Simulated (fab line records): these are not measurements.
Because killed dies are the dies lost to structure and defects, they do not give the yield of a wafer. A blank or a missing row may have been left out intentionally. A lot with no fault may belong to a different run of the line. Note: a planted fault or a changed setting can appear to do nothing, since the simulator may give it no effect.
Comparing a struck lot with a sound one    flow n5 finfet    18 steps out of a route of 1938
Sound: wafers L901.1, L901.4, L901.6. The struck wafers were L889.3, L889.5, L889.6. The cause is named last.
Per side, at each step with rows, come the tool, then ch with its chambers, and then its first start. Under that, the readings that differ: sound wafers    struck wafers    difference of the means    sigmas: that difference in standard deviations of wafers without a fault.
alike: readings with means less than 2 such deviations apart, plus words and numbers identical on both sides. not compared: withheld readings, readings lacking a value on some wafer, bounds such as >300 that could conceal the same value, and numbers that have no deviation in the record and whose values overlap.
A row with sigmas, a row that says differs or no value, or rows on one side alone: a step with any of these is where the two part. Non-overlapping numbers with no deviation appear without sigmas and do not part them. Lack of a reading on every wafer of one side parts them only where that side has two or more wafers.

first, 10 steps without rows for these wafers: N5_BEOL_M6_DESCUM_16 (chemistry O2, time 7.9 s); N5_BEOL_M6_ETCH_61 (etches SiARC in CF4, target depth 45.5 nm, time 75.8 s); N5_BEOL_M6_ETCH_62 (etches SOC in N2/H2, target depth 110 nm, overetch 22 nm, time 165 s); N5_BEOL_M6_STRIP_68 (strips in N2/H2); N5_BEOL_M6_STRIP_67 (strips in CF4); N5_BEOL_M6_HM_OPEN_17 (chemistry Cl2/BCl3, target TiN, target depth 20 nm, overetch 6 nm); N5_BEOL_M6_STRIP_19 (strips in O2); N5_BEOL_M6_COAT_63 (time 60 s, resist thk 60 nm); N5_BEOL_M6_COAT_64 (time 60 s, resist thk 12 nm); N5_BEOL_M6_COAT_71 (time 60 s, resist thk 5 nm).
N5_BEOL_M6_COAT_22: resist thk 30 nm.
  sound on litho track-01 ch 0, day 14 12:47; struck on litho track-01 ch 0, day 11 18:10
reading                                       sound                 struck                difference  sigmas
spin speed rpm (rpm)                          1501.0 1500.6 1500.6  1432.2 1432.7 1430.5  -68.9       -80
model.CAR-EUV_of_BEOL_M6_COAT_22.thk nm (nm)  30 30 30              30.6 30.8 30.6        +0.7        
then, 5 steps without rows for these wafers: N5_BEOL_M6_EBR_24; N5_BEOL_M6_SOFTBAKE_23 (time 60 s); N5_BEOL_M6_EXPOSE_25 (exposes mask V5, target cd 40 nm); N5_BEOL_M6_PEB_26 (peb time 60 s); N5_BEOL_M6_DEVELOP_27 (develop time 30 s).
N5_BEOL_M6_DESCUM_33: chemistry O2, time 7 s.
  sound on rie diel-02 ch 2,3, day 14 13:23; struck on rie diel-05 ch 1,2,3, day 11 18:35
reading                                       sound     struck          difference  sigmas
model.CAR-EUV_of_BEOL_M6_COAT_22.thk nm (nm)  26 26 26  26.6 26.8 26.8  +0.7        
  alike: drypump motor current A, oes product au, rf vpp V, showerhead plenum p Torr, throttle valve pct
  not compared: rf hours counter h
then, 1 step without rows for these wafers: N5_BEOL_M6_ETCH_72 (etches underlayer in N2/H2, target depth 6.5 nm, time 5.2 s).

== WHERE THEY PART ==
At N5_BEOL_M6_COAT_22 and nowhere else, as far as this record goes. Later steps at which nothing parts them and some readings are alike: N5_BEOL_M6_DESCUM_33.

WHY: what had been put in by the simulator
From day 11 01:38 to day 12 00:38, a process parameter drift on litho track-01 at N5_BEOL_M6_COAT_22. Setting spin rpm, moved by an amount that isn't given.
